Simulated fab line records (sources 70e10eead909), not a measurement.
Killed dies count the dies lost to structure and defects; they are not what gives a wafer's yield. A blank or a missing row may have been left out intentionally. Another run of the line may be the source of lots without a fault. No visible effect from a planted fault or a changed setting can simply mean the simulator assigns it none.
fab line records	flow nand-harc
record lots=6	wafers=18	last-day=23
route steps=1159 shown P_M2@330 END@1159
lots that met no fault: taken from a fault-free run of the same line
start-h: hours from the record's opening day to when the first of the lot's shown wafers began	wait-h: hours from the lot's prior step to this one	" identical to the entry in the row above	L1.1+2: a row that stands for several wafers	- no value, or no start given	* or withheld: withheld	< > ~ a bound
route shown NAME@n: NAME is a module with steps in the file, n the number in the route of the first one	usual: the fault-free wafers' mean and standard deviation	same: alike in all rows	chamber/n: place in a boat	sites: readings site by site	_std_site: standard deviation of those values	_edge_site: the outer-site mean with the inner-site mean subtracted	radius-mm: how far each site lies from the wafer's centre	mask NAME#n: copy n	behind: the tool/chamber that last shaped the wafer	hold: why the lot went on hold/how many hours it stayed there/how the hold came to an end	device: transistor that didn't switch, given as n, p or np	end of line: the same wafers' tests at the end of the route	a step with no rows: only its recipe	killed: at the first sort, the dies lost to defects and structure; wafer yield is something else	map: shows each die of a wafer: x if killed, . if not, _ if none is there
set.NAME: the setting as run; set.NAME@STEP: as run at that earlier step	model.NAME: the simulator's own value behind a step, which no gauge read
lots at selected steps of the route; one table per step, one row per wafer
services: a tool's chamber out of use, with start hour (start-h, from the record's first day; less than 0 if before it), hours out, and reason
## steps
# step NHARC_P_M2_INSPECT_11
# usual raw-defect-count=4.3/2.5
lot.wafer	tool	chamber	start-h	wait-h	raw-defect-count
L344.1	defect-inspect-02	-	134.86	0.0	3
L344.5	"	-	"	"	7
L344.6	"	-	"	"	6
L343.4	defect-inspect-01	-	135.34	0.0	6
L343.5	"	-	"	"	7
L343.6	"	-	"	"	5
L346.1	defect-inspect-02	-	152.54	0.0	7
L346.2	"	-	"	"	3
L346.3	"	-	"	"	5
L349.2	defect-inspect-02	-	167.81	0.0	3
L349.5	"	-	"	"	4
L349.6	"	-	"	"	7
L353.1	defect-inspect-01	-	200.85	0.0	7
L353.3	"	-	"	"	3
L353.5	"	-	"	"	1
L354.2	defect-inspect-01	-	204.06	0.0	2
L354.3	"	-	"	"	6
L354.5	"	-	"	"	2
# step NHARC_P_M2_DESCUM_14
# recipe time-s=3	o2-flow-sccm=200	ar-flow-sccm=0	bias-power-w=0	chemistry=O2
# step NHARC_P_M2_ETCH_35
# recipe target-depth-a=400	overetch-a=120	time-s=43.94	ion-energy-ev=200	n2-flow-sccm=150	h2-flow-sccm=150	ar-flow-sccm=0	rf-w=400	bias-w=150	chemistry=N2/H2
# step NHARC_P_M2_ETCH_15
# recipe target-depth-a=1825	time-s=91.2	c4f8-flow-sccm=withheld	ar-flow-sccm=400	rf-w=600	bias-w=300	chemistry=C4F8/Ar
# step NHARC_P_M2_CD_MEAS_16
# usual cd-nm=169.8/0.56
lot.wafer	tool	chamber	start-h	wait-h	cd-nm
L344.1	cd-sem-01	-	135.23	-	169.9
L344.5	"	-	"	"	169.5
L344.6	"	-	"	"	170.5
L343.4	cd-sem-01	-	135.71	-	169.0
L343.5	"	-	"	"	169.0
L343.6	"	-	"	"	169.7
L346.1	cd-sem-02	-	152.90	-	170.3
L346.2	"	-	"	"	170.5
L346.3	"	-	"	"	169.9
L349.2	cd-sem-01	-	168.19	-	169.5
L349.5	"	-	"	"	170.9
L349.6	"	-	"	"	169.1
L353.1	cd-sem-02	-	201.21	-	169.7
L353.3	"	-	"	"	169.6
L353.5	"	-	"	"	169.7
L354.2	cd-sem-03	-	204.47	-	170.2
L354.3	"	-	"	"	169.9
L354.5	"	-	"	"	169.0
# step NHARC_P_M2_STRIP_18
# recipe power-w=1000	n2-flow-sccm=150	h2-flow-sccm=150	ar-flow-sccm=0	bias-w=0	chemistry=N2/H2
# usual drypump-motor-current-A=5.8/0.61	oes-product-au=0.999/0.0068	rf-vpp-V=90.6/0.89	showerhead-plenum-p-Torr=2.04/0.052	throttle-valve-pct=14.172/0.0091
lot.wafer	tool	chamber	start-h	wait-h	drypump-motor-current-A	oes-product-au	rf-hours-counter-h	rf-vpp-V	showerhead-plenum-p-Torr	throttle-valve-pct
L344.1	rie-diel-04	2	135.33	0.1	6.7	1.000	0	91.0	2.12	14.186
L344.5	"	1	"	"	5.1	0.997	-	91.3	2.04	14.174
L344.6	"	2	"	"	6.7	0.995	-	90.2	2.12	14.155
L343.4	rie-diel-05	2	135.83	0.1	4.8	0.996	25	90.2	2.05	14.180
L343.5	"	0	"	"	5.8	1.000	-	90.3	2.00	14.167
L343.6	"	1	"	"	6.1	1.000	-	90.9	1.97	14.164
L346.2	rie-diel-04	3	152.98	0.1	5.5	0.996	2	91.7	2.06	14.169
L346.1	"	0	"	"	6.0	1.005	1	90.4	2.04	14.178
L346.3	"	2	"	"	6.7	1.003	2	91.6	2.12	14.177
L349.2	rie-diel-04	1	168.29	0.1	5.1	1.010	2	90.7	2.04	14.166
L349.5	"	0	"	"	6.0	1.003	-	90.1	2.04	14.154
L349.6	"	1	"	"	5.1	1.007	-	91.8	2.04	14.169
L353.1	rie-diel-04	1	201.30	0.1	5.1	1.004	3	90.1	2.04	14.168
L353.3	"	0	"	"	6.1	0.990	3	91.4	2.04	14.173
L353.5	"	2	"	"	6.7	1.004	-	91.5	2.12	14.171
L354.2	rie-diel-05	1	204.58	0.1	6.1	1.000	7	89.8	1.96	14.164
L354.3	"	2	"	"	4.7	0.989	7	89.4	2.04	14.189
L354.5	"	1	"	"	6.1	0.994	-	89.7	1.96	14.206
# step NHARC_P_M2_ETCH_28
# recipe target-depth-a=300	over-etch-frac=0.3	time-s=72.99	ion-energy-ev=150	cf4-flow-sccm=50	n2-flow-sccm=100	ar-flow-sccm=150	rf-w=300	bias-w=100	chemistry=CF4/N2
# usual drypump-motor-current-A=5.8/0.61	oes-product-au=0.999/0.0066	rf-vpp-V=314.3/1.4	showerhead-plenum-p-Torr=2.63/0.063	throttle-valve-pct=19.793/0.0094
# same time-s=72.99
lot.wafer	tool	chamber	start-h	wait-h	drypump-motor-current-A	oes-product-au	rf-hours-counter-h	rf-vpp-V	showerhead-plenum-p-Torr	throttle-valve-pct
L344.1	rie-diel-04	2	-	-	6.7	1.006	0	317.6	2.72	19.801
L344.6	"	3	"	"	5.5	1.000	-	315.5	2.66	19.808
L344.5	"	0	"	"	6.1	0.996	-	313.4	2.63	19.802
L343.4	rie-diel-05	0	-	-	5.8	0.998	28	312.4	2.58	19.795
L343.5	"	3	"	"	5.0	1.006	-	314.8	2.61	19.780
L343.6	"	0	"	"	5.8	1.005	-	312.7	2.58	19.786
L346.1	rie-diel-04	2	-	-	6.7	0.989	2	315.1	2.72	19.792
L346.2	"	3	"	"	5.5	0.999	2	314.3	2.65	19.795
L346.3	"	1	"	"	5.1	1.000	1	313.1	2.63	19.789
L349.2	rie-diel-04	1	-	-	5.1	1.010	2	314.5	2.63	19.777
L349.6	"	2	"	"	6.7	0.998	-	316.4	2.72	19.799
L349.5	"	3	"	"	5.5	1.006	-	314.3	2.65	19.807
L353.3	rie-diel-04	3	-	-	5.5	0.997	3	314.0	2.65	19.782
L353.1	"	0	"	"	6.0	0.992	3	314.3	2.63	19.807
L353.5	"	3	"	"	5.5	0.994	-	315.1	2.65	19.777
L354.3	rie-diel-05	2	-	-	4.7	0.998	7	314.1	2.63	19.793
L354.2	"	1	"	"	6.1	1.005	7	312.7	2.53	19.779
L354.5	"	0	"	"	5.8	0.996	-	312.2	2.57	19.786
# step NHARC_P_M2_STRIP_19
# recipe time-s=600	temp-c=30	chemistry=post-etch-residue-remover
# step NHARC_P_M2_DEGAS_29
# recipe temp-c=250	time-s=60
# step NHARC_P_M2_PRE_CLEAN_30
# recipe time-s=30	temp-c=280	gas=H2/He
# usual heater-power-w=389/28	susceptor-temp-C=280.00/0.21
# same time-s=30
lot.wafer	tool	chamber	start-h	wait-h	heater-power-w	susceptor-temp-C
L344.1	pvd-sputter-03	-	-	-	402	279.84
L344.6	"	-	"	"	402	279.80
L344.5	"	-	"	"	384	280.05
L343.4	pvd-sputter-01	-	-	-	440	280.07
L343.6	"	-	"	"	368	280.09
L343.5	"	-	"	"	406	280.02
L346.3	pvd-sputter-01	-	-	-	358	280.15
L346.2	"	-	"	"	378	280.31
L346.1	"	-	"	"	450	279.71
L349.2	pvd-sputter-03	-	-	-	382	279.73
L349.5	"	-	"	"	355	279.88
L349.6	"	-	"	"	386	279.75
L353.1	pvd-sputter-01	-	-	-	374	-
L353.3	"	-	"	"	386	-
L353.5	"	-	"	"	369	-
L354.2	pvd-sputter-03	-	-	-	385	280.23
L354.3	"	-	"	"	381	280.39
L354.5	"	-	"	"	399	280.10
# step NHARC_P_M2_PVD_20
# recipe target-thk-a=50	bias-v=168.6	power-w=15000	chamber-pressure-pa=0.12	time-s=8.06	substrate-temp-c=50	material=TaN
# usual throttle-valve-pct=29.9/0.78
# same time-s=8.06
lot.wafer	tool	chamber	start-h	wait-h	throttle-valve-pct
L344.1	pvd-sputter-03	-	-	-	28.5
L344.6	"	-	"	"	30.1
L344.5	"	-	"	"	30.2
L343.4	pvd-sputter-01	-	-	-	30.3
L343.5	"	-	"	"	30.1
L343.6	"	-	"	"	30.6
L346.1	pvd-sputter-01	-	-	-	30.3
L346.2	"	-	"	"	30.3
L346.3	"	-	"	"	31.5
L349.2	pvd-sputter-03	-	-	-	30.3
L349.6	"	-	"	"	29.2
L349.5	"	-	"	"	30.6
L353.3	pvd-sputter-01	-	-	-	30.7
L353.1	"	-	"	"	30.4
L353.5	"	-	"	"	29.7
L354.2	pvd-sputter-03	-	-	-	28.9
L354.3	"	-	"	"	28.8
L354.5	"	-	"	"	29.1
# step NHARC_P_M2_PVD_21
# recipe target-thk-a=300	chamber-pressure-pa=5	power-w=5000	substrate-temp-c=30	time-s=20.49	material=Cu
# usual throttle-valve-pct=29.9/0.83
# same time-s=20.49
lot.wafer	tool	chamber	start-h	wait-h	throttle-valve-pct
L344.1	pvd-sputter-03	-	-	-	30.7
L344.6	"	-	"	"	30.2
L344.5	"	-	"	"	30.2
L343.4	pvd-sputter-01	-	-	-	31.4
L343.5	"	-	"	"	30.3
L343.6	"	-	"	"	30.1
L346.1	pvd-sputter-01	-	-	-	30.3
L346.3	"	-	"	"	30.4
L346.2	"	-	"	"	31.8
L349.2	pvd-sputter-03	-	-	-	30.2
L349.5	"	-	"	"	28.8
L349.6	"	-	"	"	30.3
L353.3	pvd-sputter-01	-	-	-	30.5
L353.1	"	-	"	"	30.0
L353.5	"	-	"	"	30.6
L354.2	pvd-sputter-03	-	-	-	28.9
L354.3	"	-	"	"	30.3
L354.5	"	-	"	"	29.0
# step NHARC_P_M2_ECD_22
# recipe target-thk-a=4000	bath-temp-c=25	material=Cu
# usual bath-temp-c=24.98/0.11
lot.wafer	tool	chamber	start-h	wait-h	bath-temp-c
L344.1	ecd-cu-02	0	136.30	-	25.03
L344.6	"	0	"	"	24.90
L344.5	"	1	"	"	25.02
L343.4	ecd-cu-01	1	136.93	-	24.76
L343.5	"	0	"	"	25.12
L343.6	"	1	"	"	24.85
L346.1	ecd-cu-02	0	153.97	-	24.82
L346.2	"	1	"	"	24.97
L346.3	"	1	"	"	24.98
L349.2	ecd-cu-02	1	169.32	-	24.96
L349.6	"	0	"	"	25.03
L349.5	"	1	"	"	24.91
L353.1	ecd-cu-01	1	202.35	-	24.91
L353.3	"	1	"	"	25.02
L353.5	"	1	"	"	24.97
L354.2	ecd-cu-01	0	205.61	-	24.94
L354.3	"	0	"	"	24.88
L354.5	"	1	"	"	24.94
# step NHARC_P_M2_ANNEAL_31
# recipe temp-c=225	time-s=90
# step NHARC_P_M2_CMP_23
# recipe t-overpolish-s=20	target-thk-nm=144.3
# usual motor-current-A=12.2/0.97	slurry-filter-dp-kPa=13.50/0.13	time-to-endpoint-s=28.2/1.9
# same t-overpolish-s=20
lot.wafer	tool	chamber	start-h	wait-h	motor-current-A	slurry-filter-dp-kPa	time-to-endpoint-s
L344.1	cmp-01	3	137.05	-	11.6	13.24	28.9
L344.6	"	3	"	"	11.9	13.20	27.9
L344.5	"	0	"	"	12.0	13.46	30.9
L343.4	cmp-04	0	137.51	-	11.4	13.31	26.2
L343.5	"	0	"	"	11.4	13.66	28.0
L343.6	"	1	"	"	11.9	13.46	25.8
L346.3	cmp-02	0	154.73	-	12.3	13.49	28.3
L346.2	"	1	"	"	11.2	13.59	28.1
L346.1	"	2	"	"	12.8	13.54	40.5
L349.2	cmp-04	1	170.12	-	12.0	13.42	29.3
L349.5	"	2	"	"	12.3	13.15	29.4
L349.6	"	3	"	"	12.9	13.73	42.1
L353.3	cmp-02	2	203.02	-	13.8	13.42	29.8
L353.1	"	0	"	"	12.5	13.37	28.0
L353.5	"	2	"	"	12.9	13.54	28.5
L354.2	cmp-01	3	206.36	-	12.2	13.44	28.8
L354.3	"	0	"	"	11.2	13.60	31.8
L354.5	"	2	"	"	14.7	13.34	30.0
# step NHARC_P_M2_THK_MEAS_24
# recipe thk-meas-gauge=xrf
# usual thk-nm=144.4/1.2
lot.wafer	tool	chamber	start-h	wait-h	thk-nm
L344.1	film-metro-02	-	137.36	-	144.7
L344.5	"	-	"	"	146.2
L344.6	"	-	"	"	142.2
L343.4	film-metro-01	-	137.83	-	144.6
L343.5	"	-	"	"	143.8
L343.6	"	-	"	"	145.3
L346.1	film-metro-01	-	155.02	-	144.7
L346.2	"	-	"	"	145.5
L346.3	"	-	"	"	143.3
L349.2	film-metro-02	-	170.35	-	142.5
L349.5	"	-	"	"	142.2
L349.6	"	-	"	"	144.9
L353.1	film-metro-02	-	203.35	-	144.3
L353.3	"	-	"	"	143.8
L353.5	"	-	"	"	143.8
L354.2	film-metro-02	-	206.65	-	144.3
L354.3	"	-	"	"	144.6
L354.5	"	-	"	"	144.5
# step NHARC_END_SORT_01
# recipe temp-c=25
# usual defect-limited-yield=95.5/1.4	killed-at-array=27/9.8	killed-at-other=0.6/0.83	killed-at-periphery=3.5/2.4	killed-dies=31/9.6	killed-open=3.1/1.9	killed-short=2.0/1.5	sort_bin_2_pct=1.4/0.6	sort_bin_3_pct=0.26/0.23	sort_bin_4_pct=2.8/0.89	sort-n-pass=646/9.6	sort-rim-yield-pct=96.6/2.5	sort-yield-pct=95.5/1.4
# same gross-dies=677	sort_bin_5_pct[%]=0	sort_bin_6_pct[%]=0	sort_bin_7_pct[%]=0	sort_bin_8_pct[%]=0	sort-rim-n-gross=106.00
lot.wafer	tool	chamber	start-h	wait-h	defect-limited-yield[%]	killed-at-array	killed-at-other	killed-at-periphery	killed-dies	killed-open	killed-short	sort_bin_2_pct[%]	sort_bin_3_pct[%]	sort_bin_4_pct[%]	sort-n-pass	sort-rim-yield-pct[%]	sort-yield-pct[%]
L349.2	prober-02	0	490.86	2.8	93.8	33	2	7	42	8	3	2.2	0.30	3.7	635	98.1	93.8
L349.5	prober-02	0	493.25	3.7	93.6	40	1	2	43	1	1	2.5	0.44	3.4	634	96.2	93.6
L349.6	prober-02	0	494.05	4.0	94.7	35	0	1	36	3	1	1.8	0.15	3.4	641	99.1	94.7
L354.2	prober-01	0	543.25	2.8	94.2	38	0	1	39	1	2	2.1	0.30	3.4	638	96.2	94.2
L354.3	prober-01	0	544.05	3.1	93.4	40	0	5	45	6	0	1.8	0.30	4.6	632	98.1	93.4
L354.5	prober-01	0	545.66	3.7	93.6	41	0	2	43	2	2	1.5	1.18	3.7	634	99.1	93.6
L353.1	prober-02	0	551.76	2.5	95.1	30	0	3	33	6	5	1.0	0.44	3.4	644	98.1	95.1
L353.3	prober-02	0	553.37	3.1	95.1	32	0	1	33	1	1	1.9	0.30	2.7	644	98.1	95.1
L353.5	prober-02	0	554.97	3.7	95.4	30	1	0	31	4	3	2.1	0	2.5	646	98.1	95.4
# killed by level:class
L349.2 A_CHANNEL_HOLE_D1:chamber-film-flake=19 A_STAIRCASE:chamber-film-flake=5 P_M0:chamber-film-flake=3 P_M0:geometric-particle:open=2 A_CHANNEL_FILL_D1:geometric-particle:short=2 A_SGD_CUT:geometric-particle:open=2 A_CONTACT:chamber-film-flake=2 THIN_TSV:chamber-film-flake=2
L349.5 A_CHANNEL_HOLE_D1:chamber-film-flake=24 A_STAIRCASE:chamber-film-flake=7 A_BLC:chamber-film-flake=3 A_CONTACT:chamber-film-flake=2 A_CHANNEL_FILL_D1:geometric-particle:open=1 A_CHANNEL_FILL_D1:geometric-particle:short=1 P_ZERO_WELL:chamber-film-flake=1 P_M0:chamber-film-flake=1
L349.6 A_CHANNEL_HOLE_D1:chamber-film-flake=17 A_STAIRCASE:chamber-film-flake=6 A_CONTACT:chamber-film-flake=4 A_BLC:chamber-film-flake=2 A_ONON_D1:geometric-particle:short=1 A_CHANNEL_FILL_D1:geometric-particle:open=1 A_SGD_CUT:geometric-particle:open=1 A_WL_FILL:geometric-particle:open=1
L354.2 A_CHANNEL_HOLE_D1:chamber-film-flake=21 A_SLIT:chamber-film-flake=11 A_ONON_D1:geometric-particle:short=2 A_ONON_D1:geometric-particle:open=1 P_ZERO_WELL:chamber-film-flake=1 A_ZERO_WELL:chamber-film-flake=1 A_WL_FILL:chamber-film-flake=1 A_CONTACT:chamber-film-flake=1
L354.3 A_CHANNEL_HOLE_D1:chamber-film-flake=19 A_SLIT:chamber-film-flake=17 P_M1:chamber-film-flake=2 P_GATE:geometric-particle:open=1 P_CONTACT:geometric-particle:open=1 P_M2:geometric-particle:open=1 A_ONON_D1:geometric-particle:open=1 A_WL_FILL:geometric-particle:open=1
L354.5 A_SLIT:chamber-film-flake=19 A_CHANNEL_HOLE_D1:chamber-film-flake=17 P_M0:geometric-particle:open=1 A_M0:geometric-particle:short=1 A_M1:geometric-particle:open=1 A_M1:geometric-particle:short=1 P_ZERO_WELL:chamber-film-flake=1 A_ZERO_WELL:chamber-film-flake=1
L353.1 A_CHANNEL_HOLE_D1:chamber-film-flake=13 A_CONTACT:chamber-film-flake=6 A_CHANNEL_FILL_D1:geometric-particle:open=2 A_CONTACT:geometric-particle:open=2 P_M0:geometric-particle:open=1 P_M2:geometric-particle:short=1 A_ONON_D1:geometric-particle:short=1 A_CHANNEL_HOLE_D1:geometric-particle:short=1
L353.3 A_CHANNEL_HOLE_D1:chamber-film-flake=17 A_CONTACT:chamber-film-flake=6 A_SLIT:chamber-film-flake=3 A_ZERO_WELL:chamber-film-flake=2 A_ONON_D1:geometric-particle:open=1 A_WL_FILL:geometric-particle:short=1 P_M1:chamber-film-flake=1 A_STAIRCASE:chamber-film-flake=1
L353.5 A_CHANNEL_HOLE_D1:chamber-film-flake=16 A_CONTACT:chamber-film-flake=4 A_WL_FILL:geometric-particle:open=3 A_SLIT:chamber-film-flake=2 A_ONON_D1:geometric-particle:short=1 A_CHANNEL_HOLE_D1:geometric-particle:short=1 A_CONTACT:geometric-particle:open=1 STARTING-WAFER:geometric-particle:short=1
## services
tool	chamber	start-h	hours	kind
rie-diel-04	-	111.90	9.0	pm
rie-diel-04	0	111.90	9.0	vent-cycle
rie-diel-04	1	111.90	9.0	vent-cycle
rie-diel-04	2	111.90	9.0	vent-cycle
rie-diel-04	3	111.90	9.0	vent-cycle
rie-diel-04	0	120.90	-	clean
rie-diel-04	1	120.90	-	clean
rie-diel-04	2	120.90	-	clean
rie-diel-04	3	120.90	-	clean
ecd-cu-01	-	127.59	0.4	repair
cmp-02	-	128.50	4.0	pm
rie-diel-04	0	145.42	-	clean
pvd-sputter-01	-	158.04	10.0	pm
cmp-01	-	162.87	1.7	repair
rie-diel-05	-	163.60	9.0	pm
cmp-01	-	166.60	0.9	repair
pvd-sputter-01	-	175.48	5.0	repair
pvd-sputter-03	-	176.54	1.5	repair
ecd-cu-02	-	180.21	8.0	pm
cmp-01	-	183.12	4.0	pm
rie-diel-05	3	185.74	23.8	repair
cmp-02	-	197.83	0.8	repair
ecd-cu-02	-	201.23	0.3	repair
cmp-04	-	203.00	4.0	pm
## key
first-sign step=NHARC_P_M2_CMP_23	reading=time-to-endpoint-s	direction=up	sigmas=6.7	usual=*	struck=*
effect none on later readings
met-at NHARC_P_M2_ECD_22
struck-wafers L346.1,L349.6
onset-between 136.30 153.97
fault kind=process-parameter-drift	tool=ecd-cu-02	chamber=0	onset-h=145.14	steps=NHARC_P_M2_ECD_22	channel=target-thk-a	offset=*	shape=step	end-h=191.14	acts-in=*	stated=*
